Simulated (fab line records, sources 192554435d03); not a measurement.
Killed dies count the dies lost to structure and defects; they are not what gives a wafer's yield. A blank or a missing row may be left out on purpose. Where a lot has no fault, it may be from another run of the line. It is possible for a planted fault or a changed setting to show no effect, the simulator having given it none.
Matching of chambers + flow n5 finfet + 4 sister chambers for N5_BEOL_M1_STRIP_36 on rie diel-05
The step strips in N2/H2. 20 wafers are shown with their chamber, then 10 later ones without.

## WAFERS, EACH WITH ITS CHAMBER
| wafer  | chamber | drypump motor current A (A) | showerhead plenum p Torr (Torr) | throttle valve pct (%) |
|--------|---------|-----------------------------|---------------------------------|------------------------|
| L074.2 | 0       | 6.03                        | 2.65                            | 23.66                  |
| L074.3 | 3       | 5.55                        | 2.50                            | 23.50                  |
| L074.4 | 1       | 5.26                        | 2.59                            | 23.56                  |
| L075.1 | 0       | 6.02                        | 2.65                            | 23.68                  |
| L075.4 | 1       | 5.25                        | 2.59                            | 23.58                  |
| L075.6 | 3       | 5.56                        | 2.50                            | 23.47                  |
| L077.2 | 2       | 5.56                        | 2.60                            | 23.97                  |
| L077.4 | 3       | 5.54                        | 2.50                            | 23.50                  |
| L077.5 | 1       | 5.27                        | 2.59                            | 23.56                  |
| L078.2 | 2       | 5.56                        | 2.60                            | 23.95                  |
| L078.5 | 1       | 5.27                        | 2.59                            | 23.56                  |
| L078.6 | 2       | 5.56                        | 2.60                            | 23.95                  |
| L081.3 | 0       | 6.05                        | 2.64                            | 23.65                  |
| L081.5 | 0       | 6.03                        | 2.64                            | 23.67                  |
| L081.6 | 3       | 5.55                        | 2.49                            | 23.47                  |
| L085.2 | 3       | 5.52                        | 2.49                            | 23.48                  |
| L085.4 | 2       | 5.56                        | 2.59                            | 23.95                  |
| L085.6 | 0       | 6.04                        | 2.64                            | 23.69                  |
| L086.1 | 3       | 5.55                        | 2.49                            | 23.53                  |
| L086.2 | 2       | 5.55                        | 2.59                            | 23.94                  |

SIGNATURES, as means of the wafers listed above
| reading                  | chamber 0 | chamber 1 | chamber 2 | chamber 3 | scatter within a chamber |
|--------------------------|-----------|-----------|-----------|-----------|--------------------------|
| drypump motor current A  | 6.0340    | 5.2625    | 5.5580    | 5.5450    | 0.0107                   |
| showerhead plenum p Torr | 2.6440    | 2.5900    | 2.5960    | 2.4950    | 0.00494                  |
| throttle valve pct       | 23.6700   | 23.5650   | 23.9520   | 23.4917   | 0.0167                   |
Rule: a wafer lies at a distance from a chamber equal to the root of the sum of squares, over the readings, of (its reading less the chamber's mean, divided by the reading's scatter). The wafer belongs to the nearest chamber; if the next one is less than 2 further off, it can't be placed. The scatter: take each reading less its chamber's mean, square it, sum over the shown wafers, divide by the number of wafers less the number of chambers, and take the root.

## WAFERS WITHOUT THEIR CHAMBER
| wafer  | drypump motor current A (A) | showerhead plenum p Torr (Torr) | throttle valve pct (%) |
|--------|-----------------------------|---------------------------------|------------------------|
| L086.4 | 5.29                        | 2.58                            | 23.63                  |
| L087.1 | 5.55                        | 2.49                            | 23.48                  |
| L087.3 | 6.03                        | 2.64                            | 23.69                  |
| L087.6 | 5.57                        | 2.59                            | 23.98                  |
| L089.1 | 6.07                        | 2.64                            | 23.68                  |
| L089.2 | 5.29                        | 2.58                            | 23.61                  |
| L089.3 | 5.53                        | 2.49                            | 23.50                  |
| L092.4 | 5.58                        | 2.59                            | 23.96                  |
| L092.5 | 6.02                        | 2.63                            | 23.67                  |
| L092.6 | 5.54                        | 2.49                            | 23.52                  |

## WHICH CHAMBER EACH ONE RAN IN
| wafer  | from the rows above | in truth |
|--------|---------------------|----------|
| L086.4 | 1                   | 1        |
| L087.1 | 3                   | 3        |
| L087.3 | 0                   | 0        |
| L087.6 | 2                   | 2        |
| L089.1 | 0                   | 0        |
| L089.2 | 1                   | 1        |
| L089.3 | 3                   | 3        |
| L092.4 | 2                   | 2        |
| L092.5 | 0                   | 0        |
| L092.6 | 3                   | 3        |
Placed correctly: 10 of 10. Not placeable from these rows: 0. 0 placed wrongly.
